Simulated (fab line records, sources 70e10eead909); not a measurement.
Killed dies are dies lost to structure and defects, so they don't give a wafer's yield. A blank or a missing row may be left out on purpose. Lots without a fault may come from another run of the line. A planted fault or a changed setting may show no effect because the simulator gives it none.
Problem report in the 8D (eight disciplines) form, filled by code | flow nand_harc | the parts of the form that need people (team, actions taken, sign-off) are left out

1. THE PROBLEM
overlay_x_nm at NHARC_P_CONTACT_OVL_MEAS_13 reads a mean of 12.2 nm on 9 wafers of 3 lots; wafers without a fault read -0.1 nm with a standard deviation of 0.86. That is +14 standard deviations from the usual mean.
First seen on wafer L579.2, day 8 22:52, on overlay-01. The record holds 36 wafers of 12 lots with a number at this step. Rule for "out", or "out of limits": more than 4 standard deviations from the usual mean. The other wafers with a number count as sound.

2. WHAT IT IS AND WHAT IT IS NOT
question                    | is                     | is not
which readings at this step | overlay_x_nm           | overlay_y_nm
which lots                  | L579, L582, L584       | L570, L571, L574, L575, L577, L580, L587, L588, L590
which wafers of those lots  | all that have a number | -
read on which gauges        | overlay-01             | overlay-02
when                        | from day 8 22:52       | up to then (18 sound wafers); but 9 sound wafers of L587, L588, L590 came after

3. SUSPECTS, AND WHAT RULES EACH OUT
Counting: a tool at a process step up to the reading stays a suspect if it ran every lot that is out and no sound lot after the first of them.
- the gauge at NHARC_P_CONTACT_OVL_MEAS_13: kept. All the wafers that are out were read on overlay-01, and no step on other tools shows them out.
- arfi_scanner-02 at NHARC_P_CONTACT_EXPOSE_09 (exposes mask P CA, target cd 90 nm): kept. It ran every lot that is out, first L579 (day 8 22:38), and no sound lot after that; its last sound lot up to then is L575 (day 7 13:49).
Left after counting: arfi_scanner-02 at NHARC_P_CONTACT_EXPOSE_09, overlay-01 at NHARC_P_CONTACT_OVL_MEAS_13.

4. THE CAUSE (what the simulator had put in)
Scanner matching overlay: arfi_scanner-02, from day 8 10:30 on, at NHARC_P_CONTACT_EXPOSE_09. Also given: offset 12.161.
Counting left 2 suspects, and this tool is among them.

5. THE CHAIN OF EFFECTS, in route order
Each row: a reading whose mean over the struck wafers that have a number lies more than 3 standard deviations from the usual. Only readings for which the record gives a usual standard deviation are gone through. hours: the time from each lot's start at the first step in this table that gives one to its start at this step, as a median over the lots. sigmas: the change in usual standard deviations.
hours | step                        | reading      | usual   | on struck wafers | change | sigmas
0     | NHARC_P_CONTACT_OVL_MEAS_13 | overlay_x_nm | -0.1 nm | 12.2             | +12.3  | +14
Later measuring or inspecting steps at which every struck wafer that the step has a row for has a number for every such reading, and none has moved that far: NHARC_P_CONTACT_INSPECT_14.

6. WHAT WOULD HAVE CAUGHT IT SOONER
In this record the first reading out of limits at a measuring or inspecting step was taken at day 8 22:52, 12 hours after the fault began at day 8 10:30.
Of the tool readings at NHARC_P_CONTACT_EXPOSE_09 for which the record gives a usual standard deviation, none was out on any struck wafer, so an alarm limit of 4 standard deviations on them would not have fired.
Of the lots that are out (3), L582, L584 began NHARC_P_CONTACT_EXPOSE_09 on arfi_scanner-02 after day 8 22:52. A hold on the tool at that time would have spared those 2.
